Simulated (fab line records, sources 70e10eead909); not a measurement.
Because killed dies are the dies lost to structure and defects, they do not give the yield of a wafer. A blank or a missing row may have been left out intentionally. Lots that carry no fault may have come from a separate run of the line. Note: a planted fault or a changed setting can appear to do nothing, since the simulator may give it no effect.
fab line records	flow nand_harc
record: lots: 13	wafers: 39	last_day: 33
route steps=1302 shown A_STAIRCASE@653
lots untouched by any fault: they come from a run of this same line in which no faults occurred
start_h: hours from the record's opening day to when the first of the lot's shown wafers began	wait_h: hours elapsed since this lot's preceding step	" same as the row above	L1.1+2: several wafers, shown together as one row	- no value, or no start given	* or withheld: withheld	< > ~ a bound
route shown NAME@n: a module of which the file shows steps, and the number in the route of the first	usual: the fault-free wafers' mean and standard deviation	same: alike in all rows	chamber/n: place in a boat	sites: each site's reading	_std_site: how widely they spread, as a standard deviation	_edge_site: outer sites' mean less inner sites'	radius_mm: for every site, how far away it sits from the centre of the wafer	mask NAME#n: copy n	behind: tool/chamber where the wafer was last shaped	hold: reason for holding the lot/hours on hold/outcome of the hold	device: the n, p or np transistor that did not switch	end of line: at the end of the route, the tests of the same wafers	where a step has no rows: the recipe by itself	killed: not the wafer's yield, but the dies lost to structure and defects at the first sort	map: per-die view of a wafer (x killed, . not killed, _ where there is no die)
set.NAME: the setting the step ran with; set.NAME@STEP: the setting that earlier step ran with	model.NAME: the simulator's own value behind a step, which no gauge read
a sample of lots followed through the steps of the route, with each step as a table and each wafer as a row
services: when a tool's chamber went out of use (start_h, in hours from the record's first day, below 0 if earlier), for how many hours, and the reason
== steps ==
step: NHARC_A_STAIRCASE_STRIP_171
recipe: power_w: 1500	temp_c: 250	chemistry: O2
usual: drypump_motor_current_A: 5.4/0.64	heater_power_w: 342/40	rf_refl_power_W: 30/13
lot.wafer	tool	chamber	start_h	wait_h	drypump_motor_current_A	heater_power_w	rf_hours_counter_h	rf_refl_power_W
L691.1	plasma_asher-02	1	351.52	-	5.0	379	19	11
L691.4	"	1	"	"	5.0	379	-	11
L691.6	"	1	"	"	5.0	375	-	10
L692.4	plasma_asher-02	0	357.66	-	4.9	305	-	28
L692.3	"	1	"	"	5.0	391	-	10
L692.5	"	1	"	"	5.0	381	-	11
L693.3	plasma_asher-02	0	368.88	-	4.9	309	-	27
L693.6	"	0	"	"	4.9	307	-	27
L693.5	"	1	"	"	5.0	381	-	12
L697.1	plasma_asher-01	1	402.57	-	6.6	330	8	37
L697.6	"	1	"	"	6.5	329	-	38
L697.5	"	0	"	"	5.4	305	-	46
L702.1	plasma_asher-01	0	461.54	-	5.4	308	25	46
L702.3	"	0	"	"	5.4	307	-	46
L702.4	"	1	"	"	6.6	331	-	38
L707.1	plasma_asher-02	0	511.29	-	5.0	322	15	27
L707.3	"	0	"	"	4.9	306	-	27
L707.5	"	0	"	"	4.9	316	-	28
L708.1	plasma_asher-01	1	529.68	-	6.6	338	0	38
L708.3	"	0	"	"	5.4	299	-	46
L708.6	"	1	"	"	6.6	335	-	37
L709.2	plasma_asher-02	1	534.12	-	5.0	406	22	11
L709.1	"	0	"	"	4.9	316	22	27
L709.3	"	0	"	"	4.9	315	-	27
L710.1	plasma_asher-02	1	538.17	-	5.0	419	22	10
L710.4	"	1	"	"	5.0	410	-	11
L710.5	"	1	"	"	5.0	413	-	11
L711.1	plasma_asher-02	1	554.74	-	5.0	412	25	-
L711.4	"	1	"	"	5.0	404	-	-
L711.6	"	1	"	"	5.0	415	-	-
L713.3	plasma_asher-02	0	563.54	-	4.9	320	-	27
L713.4	"	1	"	"	5.0	417	-	12
L713.5	"	1	"	"	5.0	408	-	11
L712.1	plasma_asher-02	0	571.23	-	5.0	319	27	28
L712.3	"	1	"	"	5.0	410	-	11
L712.5	"	1	"	"	5.0	411	-	11
L714.1	plasma_asher-01	0	592.47	-	5.4	301	13	44
L714.4	"	0	"	"	5.4	306	-	45
L714.5	"	1	"	"	6.6	339	-	38
step: NHARC_A_STAIRCASE_ETCH_13
recipe: target_depth_a: 1000	time_s: 40.5	ion_energy_ev: 400	c4f8_flow_sccm: 20	o2_flow_sccm: 10	ar_flow_sccm: withheld	rf_w: 600	bias_w: 1000	chemistry: C4F8/O2
usual: oes_product_au: 0.941/0.017	rf_vpp_V: 897/6.2	run_length_s: 62.1/0.43
lot.wafer	tool	chamber	start_h	wait_h	oes_product_au	rf_hours_counter_h	rf_vpp_V	run_length_s
L691.1	rie_diel-09	1	353.70	-	0.940	9	896	62.7
L691.4	"	3	"	"	0.931	6	897	61.5
L691.6	"	1	"	"	0.931	-	897	62.4
L692.4	rie_diel-05	3	359.21	-	0.956	35	902	61.7
L692.3	"	0	"	"	0.957	42	889	61.8
L692.5	"	2	"	"	0.932	-	894	62.4
L693.3	rie_diel-09	3	370.59	-	0.954	12	897	61.9
L693.6	"	3	"	"	0.957	-	895	61.6
L693.5	"	0	"	"	0.942	-	898	61.5
L697.1	rie_diel-01	2	404.29	-	0.931	8	905	62.7
L697.5	"	3	"	"	0.928	-	888	62.0
L697.6	"	1	"	"	0.927	-	903	62.5
L702.3	rie_diel-05	3	463.31	-	0.937	11	902	62.0
L702.4	"	0	"	"	0.945	13	889	50.6
L702.1	"	1	"	"	0.944	14	901	62.7
L707.3	rie_diel-09	1	513.41	-	0.948	0	895	62.6
L707.1	"	2	"	"	0.936	1	888	61.5
L707.5	"	1	"	"	0.959	-	896	62.3
L708.1	rie_diel-01	2	531.41	-	0.939	59	905	63.0
L708.3	"	3	"	"	0.925	54	887	61.9
L708.6	"	1	"	"	0.932	-	901	62.2
L709.3	rie_diel-09	0	535.75	-	0.934	11	897	61.9
L709.2	"	1	"	"	0.944	7	897	62.1
L709.1	"	2	"	"	0.941	12	888	61.6
L710.4	rie_diel-01	2	539.89	-	0.945	63	904	62.6
L710.1	"	0	"	"	0.940	49	905	61.9
L710.5	"	2	"	"	0.944	-	904	63.0
L711.1	rie_diel-01	0	556.49	-	0.934	55	905	61.8
L711.4	"	1	"	"	0.941	49	902	61.9
L711.6	"	0	"	"	0.942	-	905	62.0
L713.3	rie_diel-09	2	565.44	-	0.945	21	889	61.3
L713.4	"	0	"	"	0.921	-	896	61.8
L713.5	"	1	"	"	0.939	-	896	62.8
L712.1	rie_diel-05	0	573.26	-	0.932	47	886	62.1
L712.3	"	1	"	"	0.936	48	900	62.4
L712.5	"	1	"	"	0.926	-	900	62.9
L714.1	rie_diel-09	2	594.68	-	0.938	32	888	61.2
L714.4	"	3	"	"	0.940	24	896	62.1
L714.5	"	2	"	"	0.939	-	888	61.2
step: NHARC_A_STAIRCASE_ETCH_21
recipe: target_depth_a: 1000	time_s: 40.5	ion_energy_ev: 400	c4f8_flow_sccm: 20	o2_flow_sccm: 10	ar_flow_sccm: withheld	rf_w: 600	bias_w: 1000	chemistry: C4F8/O2
usual: oes_product_au: 0.948/0.018	rf_vpp_V: 897/6.5	run_length_s: 62.1/0.43
lot.wafer	tool	chamber	start_h	wait_h	oes_product_au	rf_hours_counter_h	rf_vpp_V	run_length_s
L691.4	rie_diel-01	2	-	-	0.983	42	885	62.7
L691.1	"	3	"	"	0.967	53	887	62.1
L691.6	"	1	"	"	0.983	-	904	62.2
L692.4	rie_diel-01	1	-	-	0.921	49	902	62.2
L692.3	"	2	"	"	0.925	42	887	62.7
L692.5	"	0	"	"	0.931	-	886	61.9
L693.3	rie_diel-09	3	-	-	0.935	12	896	61.5
L693.6	"	1	"	"	0.935	-	895	62.2
L693.5	"	3	"	"	0.936	-	897	61.5
L697.1	rie_diel-01	3	-	-	0.943	6	887	61.9
L697.5	"	3	"	"	0.937	-	889	61.9
L697.6	"	1	"	"	0.935	-	902	61.9
L702.4	rie_diel-05	3	-	-	0.941	11	904	61.6
L702.1	"	0	"	"	0.937	13	888	62.0
L702.3	"	1	"	"	0.940	14	898	62.3
L707.1	rie_diel-09	0	-	-	0.932	3	896	61.8
L707.3	"	1	"	"	0.948	1	898	62.7
L707.5	"	3	"	"	0.935	-	896	61.6
L708.1	rie_diel-01	2	-	-	0.933	59	905	62.4
L708.3	"	3	"	"	0.922	54	887	62.0
L708.6	"	2	"	"	0.937	-	904	62.8
L709.1	rie_diel-05	2	-	-	0.954	34	895	62.5
L709.3	"	0	"	"	0.964	36	887	62.1
L709.2	"	1	"	"	0.957	38	900	62.7
L710.4	rie_diel-01	3	-	-	0.941	58	886	61.7
L710.1	"	1	"	"	0.935	42	901	62.8
L710.5	"	2	"	"	0.944	-	905	62.7
L711.1	rie_diel-05	1	-	-	0.973	42	900	62.8
L711.4	"	3	"	"	0.971	38	902	62.1
L711.6	"	1	"	"	0.979	-	899	62.3
L713.4	rie_diel-05	1	-	-	0.956	45	901	63.0
L713.3	"	2	"	"	0.964	42	893	62.3
L713.5	"	0	"	"	0.956	-	887	62.7
L712.1	rie_diel-05	1	-	-	0.950	50	900	62.3
L712.3	"	2	"	"	0.951	50	894	62.2
L712.5	"	1	"	"	0.958	-	899	62.8
L714.4	rie_diel-09	0	-	-	0.932	32	897	61.5
L714.1	"	1	"	"	0.942	22	894	62.5
L714.5	"	0	"	"	0.936	-	896	61.5
step: NHARC_A_STAIRCASE_TRIM_24
recipe: time_s: 211.2	o2_flow_sccm: 500	ar_flow_sccm: 0	bias_w: 0	chemistry: O2
usual: drypump_motor_current_A: 5.8/0.56	oes_product_au: 0.998/0.007	rf_vpp_V: 57.9/0.98	showerhead_plenum_p_Torr: 3.54/0.18	throttle_valve_pct: 17.036/0.0092
lot.wafer	tool	chamber	start_h	wait_h	drypump_motor_current_A	oes_product_au	rf_hours_counter_h	rf_vpp_V	showerhead_plenum_p_Torr	throttle_valve_pct
L691.1	rie_diel-01	0	-	-	4.9	1.011	53	57.4	3.27	17.023
L691.6	"	0	"	"	4.9	1.011	-	57.2	3.27	17.042
L691.4	"	3	"	"	6.1	1.000	-	56.9	3.31	17.039
L692.3	rie_diel-01	0	-	-	4.9	1.001	55	57.1	3.27	17.046
L692.4	"	2	"	"	6.4	1.005	43	56.4	3.27	17.040
L692.5	"	1	"	"	6.3	1.002	-	58.9	3.68	17.028
L693.3	rie_diel-09	1	-	-	5.5	1.002	16	59.8	3.56	17.037
L693.6	"	0	"	"	6.1	1.003	-	57.3	3.58	17.045
L693.5	"	3	"	"	5.6	0.998	-	58.4	3.53	17.039
L697.1	rie_diel-01	2	-	-	6.4	0.997	8	58.8	3.80	17.030
L697.5	"	1	"	"	6.3	0.995	-	56.5	3.67	17.036
L697.6	"	2	"	"	6.4	0.980	-	58.6	3.80	17.046
L702.4	rie_diel-05	3	-	-	6.3	0.995	11	59.2	3.70	17.026
L702.1	"	1	"	"	5.3	0.993	14	58.6	3.64	17.024
L702.3	"	2	"	"	4.7	0.983	12	57.3	3.50	17.036
L707.1	rie_diel-09	1	-	-	5.5	1.002	2	57.3	3.53	17.052
L707.3	"	3	"	"	5.6	1.004	3	57.5	3.51	17.044
L707.5	"	0	"	"	6.1	0.993	-	58.2	3.55	17.033
L708.3	rie_diel-01	1	-	-	6.2	0.992	41	57.4	3.65	17.027
L708.1	"	0	"	"	4.8	0.997	48	57.7	3.78	17.035
L708.6	"	1	"	"	6.2	0.990	-	58.0	3.65	17.043
L709.2	rie_diel-05	0	-	-	5.9	0.991	36	57.7	3.30	17.038
L709.3	"	2	"	"	4.7	0.992	34	57.6	3.49	17.042
L709.1	"	3	"	"	6.3	1.004	33	59.4	3.69	17.031
L710.4	rie_diel-01	2	-	-	6.4	0.994	63	58.3	3.77	17.042
L710.1	"	0	"	"	4.8	1.002	49	59.5	3.78	17.042
L710.5	"	1	"	"	6.3	0.991	-	58.1	3.65	17.032
L711.4	rie_diel-05	1	-	-	5.4	0.995	42	58.1	3.62	17.041
L711.1	"	3	"	"	6.3	1.002	38	60.1	3.68	17.001
L711.6	"	1	"	"	5.4	1.003	-	58.6	3.62	17.035
L713.4	rie_diel-05	0	-	-	5.9	0.993	44	57.9	3.30	17.027
L713.3	"	1	"	"	5.3	0.995	45	59.3	3.62	17.041
L713.5	"	0	"	"	5.9	1.010	-	57.0	3.30	17.052
L712.3	rie_diel-05	1	-	-	5.4	1.000	50	57.0	3.62	17.022
L712.1	"	3	"	"	6.3	1.007	49	57.1	3.68	17.030
L712.5	"	0	"	"	5.8	0.995	-	57.5	3.30	17.020
L714.1	rie_diel-09	3	-	-	5.5	0.993	25	57.2	3.49	17.035
L714.4	"	0	"	"	6.1	0.991	32	59.2	3.53	17.048
L714.5	"	1	"	"	5.5	0.991	-	58.6	3.52	17.034
== services ==
tool	chamber	start_h	hours	kind
rie_diel-01	0	336.09	-	clean
rie_diel-01	1	336.09	-	clean
rie_diel-01	2	336.09	-	clean
rie_diel-01	3	336.09	-	clean
plasma_asher-01	-	343.11	9.0	pm
rie_diel-01	2	354.91	5.2	repair
rie_diel-09	2	358.23	47.1	repair
rie_diel-01	0	360.74	-	clean
rie_diel-01	1	360.74	-	clean
rie_diel-01	2	360.74	-	clean
rie_diel-01	-	380.80	9.0	pm
rie_diel-09	-	386.94	0.4	repair
rie_diel-09	0	399.13	5.0	repair
rie_diel-05	-	409.71	9.0	pm
plasma_asher-02	-	426.07	9.0	pm
rie_diel-09	3	448.75	12.9	repair
rie_diel-01	1	476.34	10.3	repair
plasma_asher-02	-	490.45	1.9	repair
rie_diel-09	-	497.19	9.0	pm
plasma_asher-01	-	520.11	9.0	pm
rie_diel-01	-	557.80	9.0	pm
rie_diel-09	3	560.62	8.5	repair
rie_diel-09	1	566.46	6.7	repair
rie_diel-05	-	587.88	9.0	pm
== key ==
first_sign: step: NHARC_A_STAIRCASE_ETCH_13	reading: run_length_s	direction: down	sigmas: 27	usual: *	struck: *
effect none on later readings
met_at NHARC_A_STAIRCASE_ETCH_13
struck_lots L702
struck_wafers L702.4
later_rows_left_out L702.4
sort_left_out L702.4
tester_left_out L702
not_acting_at NHARC_A_STAIRCASE_STRIP_171,NHARC_A_STAIRCASE_ETCH_21,NHARC_A_STAIRCASE_TRIM_24
onset_between 359.21 463.31
fault: kind: process_parameter_drift	tool: rie_diel-05	chamber: 0	onset_h: 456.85	steps: NHARC_A_STAIRCASE_ETCH_13	channel: time_s	offset: *	shape: step	end_h: 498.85	acts_in: *	stated: *
tester_left_out: of these lots the tester's yield and bins aren't shown, on N5 and GAA mostly nor the transistor test; their killed dies are dies lost to structure and defects alone, not to doping, threshold or leakage, so they don't give the yield
sort_left_out: the simulated sort isn't trusted on such a fault, so these wafers' sort isn't shown, and their yield isn't known
later_rows_left_out: the simulator's readings of these wafers behind a module that went badly wrong aren't trusted and aren't shown, but for the sort
